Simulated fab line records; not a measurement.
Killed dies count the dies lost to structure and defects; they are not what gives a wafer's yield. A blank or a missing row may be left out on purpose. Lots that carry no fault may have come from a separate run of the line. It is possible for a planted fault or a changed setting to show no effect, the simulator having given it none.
Split-lot trial -- flow n5-finfet -- route with 1938 steps; 7 lots, 21 wafers read

== ON THE SPLIT ==
At N5_MIM_BOT_ETCH_ETCH_03 (etches the open film in Cl2/BCl3, target depth 12 nm), the setting icp-w was moved away from the recipe's 800 W on 7 of the 21 wafers read, by -11.5% to +14.1%. This setting was run at the recipe's value on the other wafers.

The reading comes from the split's own step.

== THE READING ==
etch.depth-nm (the simulator's own value, which no gauge read), in nm, at N5_MIM_BOT_ETCH_ETCH_03 (etches the open film in Cl2/BCl3, target depth 12 nm). The file does not state a usual value for it. Across the 14 wafers here that went through the recipe, the average is 12.12 nm and the standard deviation 0.15 nm.

wafer,"tool, chamber at the split","icp-w as run, W",against the recipe,"etch.depth-nm, nm",against lot-mates on the recipe
L075.1,"rie-metal-03, 0",800,recipe,12.17,-
L075.2,"rie-metal-03, 1",800,recipe,12.32,-
L075.3,"rie-metal-03, 1",800,recipe,12.36,-
L076.1,"rie-metal-01, 1",800,recipe,12.01,-
L076.2,"rie-metal-01, 0",887.6,+10.9%,13.22,+1.20
L076.6,"rie-metal-01, 1",800,recipe,12.04,-
L077.4,"rie-metal-01, 1",800,recipe,12.05,-
L077.5,"rie-metal-01, 0",800,recipe,11.99,-
L077.6,"rie-metal-01, 1",800,recipe,11.9,-
L080.1,"rie-metal-03, 1",913,+14.1%,13.9,+1.70
L080.5,"rie-metal-03, 1",913,+14.1%,14.02,+1.82
L080.6,"rie-metal-03, 0",800,recipe,12.2,-
L085.1,"rie-metal-03, 0",800,recipe,12.19,-
L085.2,"rie-metal-03, 1",800,recipe,12.24,-
L085.5,"rie-metal-03, 1",800,recipe,12.3,-
L096.1,"rie-metal-01, 1",800,recipe,11.89,-
L096.4,"rie-metal-01, 0",708.1,-11.5%,10.57,-1.32
L096.6,"rie-metal-01, 0",708.1,-11.5%,10.58,-1.31
L095.1,"rie-metal-02, 1",883.8,+10.5%,13.1,+1.14
L095.3,"rie-metal-02, 1",800,recipe,11.96,-
L095.6,"rie-metal-02, 0",883.8,+10.5%,13.29,+1.33

FIT RESULTS
A straight line over all 21 wafers: etch.depth-nm changes by +0.123 nm for each +1% of icp-w; r = +0.98; the points scatter about the line by 0.17 nm.
The same after taking each lot's own level away (the mean of its wafers on the recipe; 21 wafers): +0.118 nm for each +1%; r = +1.00; scatter 0.07 nm.
On that fit, the largest move of icp-w shifts the reading by 1.7 nm.
Across the lots, their own levels run from 11.890 to 12.283 nm, a range of 2.6 times the standard deviation given above.
The two slopes agree, so the slope changes little with the lot-to-lot level.
Check: for one of the wafers moved furthest among these (+14.1%), held out of the fit, the line's prediction against its lot-mates is +1.67 nm. Against them it came out at +1.7 nm.

== THE FILE'S OWN FIT ==
etch.depth-nm changes by +0.117 nm for each +1% of icp-w, r = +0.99.
